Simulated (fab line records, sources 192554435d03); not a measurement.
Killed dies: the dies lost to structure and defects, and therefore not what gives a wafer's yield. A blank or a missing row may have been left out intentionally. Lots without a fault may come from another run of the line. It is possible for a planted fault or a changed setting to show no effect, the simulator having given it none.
Split-lot study + flow n5-finfet + 21 wafers read from 7 lots, route of 1938 steps

== ON THE SPLIT ==
At N5_BEOL_M15_TRENCH_ETCH_34 (etches SiO2 in C4F8/O2/Ar, target depth 872.93 nm, time 199 s), the setting bias-w was moved away from the recipe's 2040 W on 7 of the 21 wafers read, by -14.7% to -8.5%. For the rest of the wafers, this setting stayed at what the recipe calls for.

== FROM THE SPLIT TO THE READING: what the file shows between them, 6 steps ==
- N5_BEOL_M15_STRIP_36: strips in O2
- N5_BEOL_M15_ECD_47: material Cu, target thk 1860 nm
- N5_BEOL_M15_ANNEAL_48: time 90 s
- N5_BEOL_M15_CMP_49: polishes, stops on SiO2, t overpolish 4.9 s, target thk 850 nm
- N5_BEOL_M15_PRE_CLEAN_52: time 15 s
- N5_BEOL_M15_DEP_53: deposits SiCN from 3MS/NH3, target thk 50 nm, time 17.8 s

== THE READING ==
M15_RS (ohm/sq), read at N5_BEOL_M15_RS_MEAS_54 with a four-point probe. On this fab line, fault-free wafers typically give 0.0214 ohm/sq with a standard deviation of 0.00038 ohm/sq.

| wafer  | tool, chamber at the split | bias-w as run, W | against the recipe | M15_RS, ohm/sq | against lot-mates on the recipe |
|--------|----------------------------|------------------|--------------------|----------------|---------------------------------|
| L078.1 | rie-diel-02, 3             | 2040             | recipe             | 0.0207         | -                               |
| L078.4 | rie-diel-02, 0             | 2040             | recipe             | 0.0214         | -                               |
| L078.5 | rie-diel-02, 0             | 2040             | recipe             | 0.0213         | -                               |
| L081.2 | rie-diel-01, 0             | 2040             | recipe             | 0.0215         | -                               |
| L081.3 | rie-diel-01, 2             | 2040             | recipe             | 0.0214         | -                               |
| L081.5 | rie-diel-01, 1             | 1866             | -8.5%              | 0.0222         | +0.0008                         |
| L080.3 | rie-diel-02, 3             | 2040             | recipe             | 0.0211         | -                               |
| L080.4 | rie-diel-02, 2             | 1740             | -14.7%             | 0.0225         | +0.0013                         |
| L080.6 | rie-diel-02, 2             | 2040             | recipe             | 0.0214         | -                               |
| L088.1 | rie-diel-02, 0             | 2040             | recipe             | 0.0219         | -                               |
| L088.3 | rie-diel-02, 1             | 2040             | recipe             | 0.0219         | -                               |
| L088.5 | rie-diel-02, 0             | 2040             | recipe             | 0.0218         | -                               |
| L091.1 | rie-diel-01, 2             | 2040             | recipe             | 0.0216         | -                               |
| L091.2 | rie-diel-01, 0             | 2040             | recipe             | 0.0217         | -                               |
| L091.6 | rie-diel-01, 1             | 2040             | recipe             | 0.0217         | -                               |
| L093.1 | rie-diel-03, 0             | 1825             | -10.5%             | 0.0222         | +0.0009                         |
| L093.2 | rie-diel-03, 2             | 1825             | -10.5%             | 0.0220         | +0.0007                         |
| L093.4 | rie-diel-03, 2             | 2040             | recipe             | 0.0213         | -                               |
| L096.2 | rie-diel-01, 1             | 1780             | -12.7%             | 0.0221         | no lot-mate on the recipe       |
| L096.5 | rie-diel-01, 0             | 1780             | -12.7%             | 0.0217         | no lot-mate on the recipe       |
| L096.6 | rie-diel-01, 1             | 1780             | -12.7%             | 0.0221         | no lot-mate on the recipe       |

FIT RESULTS
A straight line over all 21 wafers: M15_RS changes by -5.26e-05 ohm/sq for each +1% of bias-w; r = -0.72; the points scatter about the line by 0.00031 ohm/sq.
The same after taking each lot's own level away (the mean of its wafers on the recipe; 18 wafers): -8.15e-05 ohm/sq for each +1%; r = -0.94; scatter 0.00015 ohm/sq.
That fit puts the effect of the largest move of bias-w on the reading at 0.0012 ohm/sq.
The lots' own levels span 0.02113 to 0.02187 ohm/sq, that is 1.9 times the standard deviation above.
So the lot-to-lot level blurs the effect unless lot-mates are compared.
Check: +0.00116 ohm/sq against its lot-mates is what the line predicts for one of the wafers moved furthest among these (-14.7%) when that wafer is left out of the fit. It came out at +0.00125 ohm/sq against them.
Tool readings at the split's step, against how far the setting was moved: rf-vpp-V r = +0.97.

== OTHER SPLITS APPLIED TO THESE WAFERS ==
Note: prior to the reading, these wafers also went through further splits. Each is held against what the fit with the lots' levels taken away leaves over:
| other split on the same wafers    | wafers away from the commonest value | r with M15_RS (lot level and that fit taken away) |
|-----------------------------------|--------------------------------------|---------------------------------------------------|
| N5_BEOL_M12_SPUTTER_45 time-s     | 6                                    | +0.14                                             |
| N5_BEOL_M13_CMP_49 down-force-psi | 7                                    | -0.09                                             |
| N5_BEOL_M14_ILD_DEP_00 time-s     | 5                                    | -0.37                                             |
| N5_BEOL_M15_ETCH_61 bias-w        | 3                                    | +0.03                                             |

== THE WHOLE CHAIN: every reading that the file lists as answering this split, in the file's order ==
| step                       | what it does                                                   | reading                                                                       | change (the file's fit)               | r (the file's) |
|----------------------------|----------------------------------------------------------------|-------------------------------------------------------------------------------|---------------------------------------|----------------|
| N5_BEOL_M15_TRENCH_ETCH_34 | etches SiO2 in C4F8/O2/Ar, target depth 872.93 nm, time 199 s  | rf-vpp-V                                                                      | +17.1 V for each +1% of the setting   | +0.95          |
| N5_BEOL_M15_TRENCH_ETCH_34 | etches SiO2 in C4F8/O2/Ar, target depth 872.93 nm, time 199 s  | etch.depth-nm (the simulator's own value, which no gauge read)                | +3.02 nm for each +1% of the setting  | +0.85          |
| N5_BEOL_M15_CMP_49         | polishes, stops on SiO2, t overpolish 4.9 s, target thk 850 nm | Cu_of_BEOL_M15_ECD_47.thk-nm (the simulator's own value, which no gauge read) | +3.01 nm for each +1% of the setting  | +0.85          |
| N5_BEOL_M15_RS_MEAS_54     | measures by four-point-probe                                   | M15_RS                                                                        | -7.94e-05 for each +1% of the setting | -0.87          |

== FILE'S OWN FIT ==
M15_RS changes by -7.94e-05 ohm/sq for each +1% of bias-w, r = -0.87.
